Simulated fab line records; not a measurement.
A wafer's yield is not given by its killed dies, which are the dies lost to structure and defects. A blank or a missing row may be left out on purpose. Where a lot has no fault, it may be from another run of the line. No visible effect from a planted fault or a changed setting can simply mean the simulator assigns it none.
Split-lot trial -- flow n5Finfet -- 7 lots, 39 wafers read, on a route of 1938 steps

## ABOUT THE SPLIT
At N5_HKMG_FIN_HK_ALD_01 (deposits HfO2, target thk 1.6 nm, pulse time 3 s, purge time 3 s), the setting aldCycles was moved away from the recipe's 30 on 15 of the 39 wafers read, by -53.3% to +36.7%. For the rest of the wafers, this setting stayed at what the recipe calls for.

## FROM THE SPLIT TO THE READING: what the file shows between them, 4 steps
- N5_HKMG_FIN_HK_ANNEAL_02: time 30 s
- N5_HKMG_FIN_ALD_74: deposits La2O3, target thk 0.5 nm, pulse time 6 s, co reactant pulse time 1 s
- N5_HKMG_FIN_WET_ETCH_82: etches La2O3 in dHCl, stops on HfO2, target depth 2 nm, rinse time 30 s
- N5_HKMG_FIN_ALD_36: deposits TiN, target thk 1 nm, pulse time 1 s, purge time 3 s

## THE READING
HK_THK, in nm, at N5_HKMG_FIN_THK_MEAS_70 (measures by xrf). A value of 1.602 nm with a standard deviation of 0.019 nm is what fault-free wafers of this fab line usually give.

wafer,"tool, chamber at the split",aldCycles as run,against the recipe,"HK_THK, nm",against lot-mates on the recipe
L076.1,"aldHk-03, 0,2,0",30,recipe,1.622,-
L076.2,"aldHk-03, 3,1,3",22,-26.7%,1.162,-0.458
L076.3,"aldHk-03, 3,1,3",22,-26.7%,1.182,-0.438
L076.4,"aldHk-03, 0,2,0",30,recipe,1.622,-
L076.5,"aldHk-03, 0,2,0",30,recipe,1.617,-
L076.6,"aldHk-03, 3,1,3",22,-26.7%,1.189,-0.431
L078.1,"aldHk-03, 2,3,2",30,recipe,1.597,-
L078.2,"aldHk-03, 2,3,2",30,recipe,1.575,-
L078.5,"aldHk-03, 2,3,2",30,recipe,1.613,-
L079.1,"aldHk-01, 1,0,3",30,recipe,1.598,-
L079.2,"aldHk-01, 2,2,3",14,-53.3%,0.737,-0.844
L079.3,"aldHk-01, 1,0,3",30,recipe,1.566,-
L079.4,"aldHk-01, 1,0,3",30,recipe,1.580,-
L079.5,"aldHk-01, 2,2,3",14,-53.3%,0.742,-0.839
L079.6,"aldHk-01, 2,2,3",14,-53.3%,0.738,-0.843
L084.1,"aldHk-03, 3,1,0,2,0,3",30,recipe,1.597,-
L084.2,"aldHk-03, 3,1,0,2,0,3",30,recipe,1.592,-
L084.3,"aldHk-03, 3,1,0,2,0,3",30,recipe,1.592,-
L084.4,"aldHk-03, 3,1,0,2,0,3",30,recipe,1.606,-
L084.5,"aldHk-03, 3,1,0,2,0,3",30,recipe,1.601,-
L084.6,"aldHk-03, 3,1,0,2,0,3",30,recipe,1.563,-
L089.1,"aldHk-02, 2,3,3",30,recipe,1.602,-
L089.2,"aldHk-02, 0,1,2",18,-40.0%,0.977,-0.620
L089.3,"aldHk-02, 2,3,3",30,recipe,1.596,-
L089.4,"aldHk-02, 0,1,2",18,-40.0%,0.941,-0.656
L089.5,"aldHk-02, 0,1,2",18,-40.0%,0.950,-0.647
L089.6,"aldHk-02, 2,3,3",30,recipe,1.592,-
L091.1,"aldHk-03, 0,2,3",14,-53.3%,0.768,-0.828
L091.2,"aldHk-03, 1,3,0",30,recipe,1.627,-
L091.3,"aldHk-03, 0,2,3",14,-53.3%,0.756,-0.840
L091.4,"aldHk-03, 1,3,0",30,recipe,1.567,-
L091.5,"aldHk-03, 0,2,3",14,-53.3%,0.746,-0.850
L091.6,"aldHk-03, 1,3,0",30,recipe,1.593,-
L095.1,"aldHk-02, 0,2,1",30,recipe,1.621,-
L095.2,"aldHk-02, 0,2,1",30,recipe,1.627,-
L095.3,"aldHk-02, 3,1,0",41,+36.7%,2.191,+0.578
L095.4,"aldHk-02, 0,2,1",30,recipe,1.592,-
L095.5,"aldHk-02, 3,1,0",41,+36.7%,2.177,+0.564
L095.6,"aldHk-02, 3,1,0",41,+36.7%,2.197,+0.584
Where a row lists several chambers, the file gives one row for several wafers and doesn't say which wafer went through which chamber.

FIT RESULTS
A straight line over all 39 wafers: HK_THK changes by +0.016 nm for each +1% of aldCycles; r = +1.00; the points scatter about the line by 0.017 nm.
The same after taking each lot's own level away (the mean of its wafers on the recipe; 39 wafers): +0.0158 nm for each +1%; r = +1.00; scatter 0.015 nm.
On that fit, the largest move of aldCycles shifts the reading by 0.84 nm.
The span of the lots' own levels, 1.5813 to 1.6203 nm, comes to 2.1 times the standard deviation stated above.
Hence the lot-to-lot level has little effect on the slope; both slopes agree.
Check: -0.846 nm against its lot-mates is what the line predicts for one of the wafers moved furthest among these (-53.3%) when that wafer is left out of the fit. It came out at -0.844 nm against them.

## ADDITIONAL SPLITS CARRIED BY THESE WAFERS
Note: prior to the reading, these wafers also went through further splits. Each is held against what the fit with the lots' levels taken away leaves over:
other split on the same wafers,wafers away from the commonest value,r with HK_THK (lot level and that fit taken away)
N5_ZERO_LAYER_DEVELOP_10 developTimeS,15,+0.28
N5_FIN_SAQP_PECVD_06 timeS,15,-0.13

## THE WHOLE CHAIN: every reading that the file lists as answering this split, in the file's order
step,what it does,reading,change (the file's fit),r (the file's)
N5_HKMG_FIN_HK_ALD_01,"deposits HfO2, target thk 1.6 nm, pulse time 3 s, purge time 3 s","HfO2_of_HKMG_FIN_HK_ALD_01.thkNm (the simulator's own value, which no gauge read)",+0.0152 nm for each +1% of the setting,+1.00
N5_HKMG_FIN_THK_MEAS_70,measures by xrf,HK_THK,+0.0159 for each +1% of the setting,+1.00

## FILE'S OWN FIT
HK_THK changes by +0.0159 nm for each +1% of aldCycles, r = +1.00.
